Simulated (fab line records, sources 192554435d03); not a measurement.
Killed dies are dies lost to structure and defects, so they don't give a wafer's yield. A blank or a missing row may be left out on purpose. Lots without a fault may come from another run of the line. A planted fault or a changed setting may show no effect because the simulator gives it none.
Which tool did it? | flow n5_finfet | 12 lots, 33 wafers sampled, at 5 steps of a route of 1938

WHAT THE GAUGES READ, wafer by wafer
The record holds no reading of a measuring or inspecting step that can be judged against a usual standard deviation.

WHICH TOOL RAN EACH LOT (tool, then ch and the chambers of the sampled wafers, then the start)
lot  | N5_BEOL_M6_TRENCH_ETCH_37                     | N5_BEOL_M6_STRIP_80                           | N5_BEOL_M6_CVD_78                | N5_BEOL_M6_ANNEAL_51             | N5_PASSIVATION_PROBE_49
L382 | rie_diel-02 ch 1,2,3, day 8 21:11 or earlier  | rie_diel-02 ch 1,2,3, day 8 21:11 or earlier  | cvd_co-01 ch 0,1,2, day 8 21:11  | rtp_anneal-01 ch 0, day 8 21:35  | prober-02, day 12 03:47
L386 | rie_diel-02 ch 0,3, day 9 07:48 or earlier    | rie_diel-02 ch 0,3, day 9 07:48 or earlier    | cvd_co-02 ch 0,2, day 9 07:48    | rtp_anneal-02 ch 0, day 9 08:17  | prober-01, day 12 15:25
L387 | rie_diel-05 ch 0,1,2, day 9 20:17 or earlier  | rie_diel-05 ch 0,1,2, day 9 20:17 or earlier  | cvd_co-01 ch 1,2, day 9 20:17    | rtp_anneal-01 ch 0, day 9 20:41  | -
L388 | rie_diel-06 ch 1,3, day 10 08:35 or earlier   | rie_diel-06 ch 1,3, day 10 08:35 or earlier   | cvd_co-01 ch 1,2, day 10 08:35   | rtp_anneal-01 ch 0, day 10 09:15 | prober-01, day 14 04:44
L389 | rie_diel-06 ch 0,1, day 11 05:41 or earlier   | rie_diel-06 ch 0,1, day 11 05:41 or earlier   | cvd_co-01 ch 0,1, day 11 05:41   | rtp_anneal-01 ch 0, day 11 06:08 | prober-01, day 15 00:30
L392 | rie_diel-05 ch 2,3, day 11 06:16 or earlier   | rie_diel-05 ch 2,3, day 11 06:16 or earlier   | cvd_co-01 ch 1,2, day 11 06:16   | rtp_anneal-01 ch 0, day 11 06:53 | -
L397 | rie_diel-02 ch 0,1,2, day 12 18:05 or earlier | rie_diel-02 ch 0,1,2, day 12 18:05 or earlier | cvd_co-02 ch 1,2, day 12 18:05   | rtp_anneal-01 ch 0, day 12 18:38 | -
L398 | rie_diel-06 ch 0,1,2, day 12 21:42 or earlier | rie_diel-06 ch 0,1,2, day 12 21:42 or earlier | cvd_co-02 ch 0,2, day 12 21:42   | rtp_anneal-02 ch 0, day 12 22:52 | -
L401 | rie_diel-06 ch 1,3, day 13 11:29 or earlier   | rie_diel-06 ch 1,3, day 13 11:29 or earlier   | cvd_co-01 ch 0,1,2, day 13 11:29 | rtp_anneal-02 ch 0, day 13 13:31 | -
L403 | rie_diel-05 ch 0,3, day 13 19:02 or earlier   | rie_diel-05 ch 0,3, day 13 19:02 or earlier   | cvd_co-01 ch 0,1,2, day 13 19:02 | rtp_anneal-02 ch 0, day 13 20:14 | prober-01, day 17 08:00
L402 | rie_diel-06 ch 0,1,2, day 14 02:56 or earlier | rie_diel-06 ch 0,1,2, day 14 02:56 or earlier | cvd_co-01 ch 0,1, day 14 02:56   | rtp_anneal-01 ch 0, day 14 03:22 | prober-02, day 17 08:38
L405 | rie_diel-06 ch 0,1,2, day 14 12:29 or earlier | rie_diel-06 ch 0,1,2, day 14 12:29 or earlier | cvd_co-01 ch 0,1,2, day 14 12:29 | rtp_anneal-02 ch 0, day 14 13:01 | prober-01, day 17 19:24
- N5_BEOL_M6_TRENCH_ETCH_37: etches SiCOH lowk in C4F6/O2, target depth 94.435 nm, time 31.5 s.
- N5_BEOL_M6_STRIP_80: strips in N2/H2, time 10 s.
- N5_BEOL_M6_CVD_78: deposits Co from CCTBA/H2, target thk 2 nm, time 142.3 s.
- N5_BEOL_M6_ANNEAL_51: time 90 s.
- N5_PASSIVATION_PROBE_49

WHAT THE TOOLS THEMSELVES READ (means of the sampled wafers that have a number; where no wafer has one, the mark that the record gives instead)
N5_BEOL_M6_TRENCH_ETCH_37. Usual: drypump_motor_current_A 5.8 A, standard deviation 0.37; oes_ar_750_au 0.80 a.u., standard deviation 0.083; oes_product_au 0.79 a.u., standard deviation 0.087; rf_vpp_V 665 V, standard deviation 5.8; showerhead_plenum_p_Torr 2.79 Torr, standard deviation 0.065; throttle_valve_pct 20.96 %, standard deviation 0.26.
lot  | tool        | drypump_motor_current_A (A) | oes_ar_750_au (a.u.) | oes_product_au (a.u.) | rf_vpp_V (V) | showerhead_plenum_p_Torr (Torr) | throttle_valve_pct (%) | flag
L382 | rie_diel-02 | 5.8                         | 0.73                 | 0.72                  | 666          | 2.80                            | 21.25                  |
L386 | rie_diel-02 | 6.0                         | 0.70                 | 0.71                  | 660          | 2.71                            | 21.35                  |
L387 | rie_diel-05 | 5.6                         | 0.89                 | 0.89                  | 664          | 2.82                            | 20.82                  |
L388 | rie_diel-06 | 6.1                         | 0.73                 | 0.74                  | 668          | 2.78                            | 21.12                  |
L389 | rie_diel-06 | 5.9                         | 0.80                 | 0.80                  | 670          | 2.79                            | 20.96                  |
L392 | rie_diel-05 | 6.0                         | 0.80                 | 0.78                  | 658          | 2.85                            | 21.00                  |
L397 | rie_diel-02 | 5.7                         | 0.70                 | 0.70                  | 665          | 2.78                            | 21.18                  |
L398 | rie_diel-06 | 5.9                         | 0.82                 | 0.82                  | 667          | 2.79                            | 20.84                  |
L401 | rie_diel-06 | 6.1                         | 0.72                 | 0.72                  | 667          | 2.76                            | 21.14                  |
L403 | rie_diel-05 | 5.6                         | 0.85                 | 0.86                  | 659          | 2.77                            | 20.77                  |
L402 | rie_diel-06 | 5.9                         | 0.81                 | 0.80                  | 667          | 2.78                            | 20.85                  |
L405 | rie_diel-06 | 5.9                         | 0.81                 | 0.81                  | 666          | 2.78                            | 20.85                  |

N5_BEOL_M6_STRIP_80. Usual: drypump_motor_current_A 5.8 A, standard deviation 0.37; oes_product_au 0.80 a.u., standard deviation 0.088; rf_vpp_V 59.0 V, standard deviation 0.93; showerhead_plenum_p_Torr 2.49 Torr, standard deviation 0.062; throttle_valve_pct 23.7 %, standard deviation 0.32.
lot  | tool        | drypump_motor_current_A (A) | oes_product_au (a.u.) | rf_vpp_V (V) | showerhead_plenum_p_Torr (Torr) | throttle_valve_pct (%) | flag
L382 | rie_diel-02 | 5.8                         | 0.73                  | 58.5         | 2.49                            | 23.9                   |
L386 | rie_diel-02 | 6.0                         | 0.70                  | 58.3         | 2.41                            | 24.0                   |
L387 | rie_diel-05 | 5.7                         | 0.89                  | 59.3         | 2.52                            | 23.6                   |
L388 | rie_diel-06 | 6.1                         | 0.74                  | 59.9         | 2.48                            | 23.9                   |
L389 | rie_diel-06 | 5.9                         | 0.80                  | 59.9         | 2.50                            | 23.9                   |
L392 | rie_diel-05 | 6.0                         | 0.79                  | 58.5         | 2.54                            | 23.6                   |
L397 | rie_diel-02 | 5.7                         | 0.69                  | 58.9         | 2.47                            | 23.9                   |
L398 | rie_diel-06 | 5.9                         | 0.82                  | 59.4         | 2.49                            | 23.6                   |
L401 | rie_diel-06 | 6.1                         | 0.72                  | 58.3         | 2.45                            | 23.9                   |
L403 | rie_diel-05 | 5.7                         | 0.85                  | 58.3         | 2.47                            | 23.5                   |
L402 | rie_diel-06 | 5.9                         | 0.81                  | 59.4         | 2.48                            | 23.6                   |
L405 | rie_diel-06 | 5.9                         | 0.81                  | 59.0         | 2.48                            | 23.7                   |

N5_BEOL_M6_CVD_78. Usual: run_length_s 165.4 s, standard deviation 0.43.
lot  | tool      | run_length_s (s) | flag
L382 | cvd_co-01 | 165.8            |
L386 | cvd_co-02 | 165.0            |
L387 | cvd_co-01 | 165.5            |
L388 | cvd_co-01 | 191.3            | OFF
L389 | cvd_co-01 | 190.9            | OFF
L392 | cvd_co-01 | 217.2            | OFF
L397 | cvd_co-02 | 165.8            |
L398 | cvd_co-02 | 165.2            |
L401 | cvd_co-01 | 165.3            |
L403 | cvd_co-01 | 165.2            |
L402 | cvd_co-01 | 165.3            |
L405 | cvd_co-01 | 165.1            |

N5_BEOL_M6_ANNEAL_51. Usual: wafer_temp_C_max 226.0, standard deviation 0.36.
lot  | tool          | wafer_temp_C_max | flag
L382 | rtp_anneal-01 | 226.4            |
L386 | rtp_anneal-02 | 225.6            |
L387 | rtp_anneal-01 | 226.1            |
L388 | rtp_anneal-01 | 225.9            |
L389 | rtp_anneal-01 | 226.3            |
L392 | rtp_anneal-01 | 226.4            |
L397 | rtp_anneal-01 | 226.6            |
L398 | rtp_anneal-02 | 225.7            |
L401 | rtp_anneal-02 | 225.7            |
L403 | rtp_anneal-02 | 225.7            |
L402 | rtp_anneal-01 | 226.2            |
L405 | rtp_anneal-02 | 225.9            |

N5_PASSIVATION_PROBE_49. Usual: defect_limited_yield 91.1 %, standard deviation 1.3; killed_at_M0_to_M3 34, standard deviation 10; killed_at_M4_up 14, standard deviation 5.7; killed_at_contacts 12, standard deviation 5.9; killed_at_front_end 41, standard deviation 12; killed_at_other 4, standard deviation 3.1; killed_dies 105, standard deviation 15; killed_open 69, standard deviation 11; killed_short 35, standard deviation 7.8; sort_bin_5_function 5.3 %, standard deviation 0.81; sort_bin_6_memory 3.3 %, standard deviation 0.75; sort_bin_8_speed 0.00 %, standard deviation 0.007; sort_n_pass 1075, standard deviation 15; sort_yield_pct 91.1 %, standard deviation 1.3.
lot  | tool      | defect_limited_yield (%) | killed_at_M0_to_M3 | killed_at_M4_up | killed_at_contacts | killed_at_front_end | killed_at_other | killed_dies | killed_open | killed_short | sort_bin_5_function (%) | sort_bin_6_memory (%) | sort_bin_8_speed (%) | sort_n_pass | sort_yield_pct (%) | flag
L382 | prober-02 | 91.2                     | 34                 | 12              | 16                 | 38                  | 4               | 104         | 69          | 33           | 5.2                     | 3.4                   | 0.00                 | 1076        | 91.2               |
L386 | prober-01 | 91.8                     | 32                 | 12              | 17                 | 33                  | 2               | 96          | 63          | 31           | 5.3                     | 2.6                   | 0.00                 | 1084        | 91.8               |
L388 | prober-01 | 91.6                     | 29                 | 18              | 16                 | 30                  | 6               | 99          | 66          | 32           | 5.0                     | 3.1                   | 0.00                 | 1081        | 91.6               |
L389 | prober-01 | 89.9                     | 42                 | 13              | 14                 | 48                  | 2               | 118         | 75          | 44           | 6.1                     | 3.7                   | 0.00                 | 1062        | 89.9               |
L403 | prober-01 | 91.5                     | 26                 | 20              | 10                 | 36                  | 8               | 100         | 65          | 34           | 5.3                     | 3.0                   | 0.00                 | 1080        | 91.5               |
L402 | prober-02 | 91.9                     | 38                 | 9               | 14                 | 33                  | 2               | 96          | 58          | 36           | 4.8                     | 2.9                   | 0.00                 | 1084        | 91.9               |
L405 | prober-01 | 91.6                     | 35                 | 15              | 12                 | 30                  | 7               | 99          | 63          | 33           | 5.2                     | 2.9                   | 0.00                 | 1081        | 91.6               |

THE ANSWER, worked out from the rows above alone
Rule: a lot is off if the mean of its wafers that have a number lies more than 3 standard deviations from the usual mean. A lot without any number at a reading at which 4 lots or more have one is off too. The other lots that the step has rows for count as sound. The gauges are gone through in route order, then the tools' own readings, and for those a lot's mean is taken as printed above. The first step at which some lot is off is used, and at that step the reading that is off furthest; a lot without a number counts as furthest.
Off: L388, L389, L392, at N5_BEOL_M6_CVD_78 (run_length_s).
A tool fits if, at that step or a process step before it, it ran every lot that is off, and no sound lot after the first of them. N5_BEOL_M6_TRENCH_ETCH_37 gives no start for some lots, so the hours and the order of its lots are those of N5_BEOL_M6_CVD_78. N5_BEOL_M6_STRIP_80 gives no start for some lots, so the hours and the order of its lots are those of N5_BEOL_M6_CVD_78. None of those tried fits.

WHAT THE SIMULATOR HAD PUT IN
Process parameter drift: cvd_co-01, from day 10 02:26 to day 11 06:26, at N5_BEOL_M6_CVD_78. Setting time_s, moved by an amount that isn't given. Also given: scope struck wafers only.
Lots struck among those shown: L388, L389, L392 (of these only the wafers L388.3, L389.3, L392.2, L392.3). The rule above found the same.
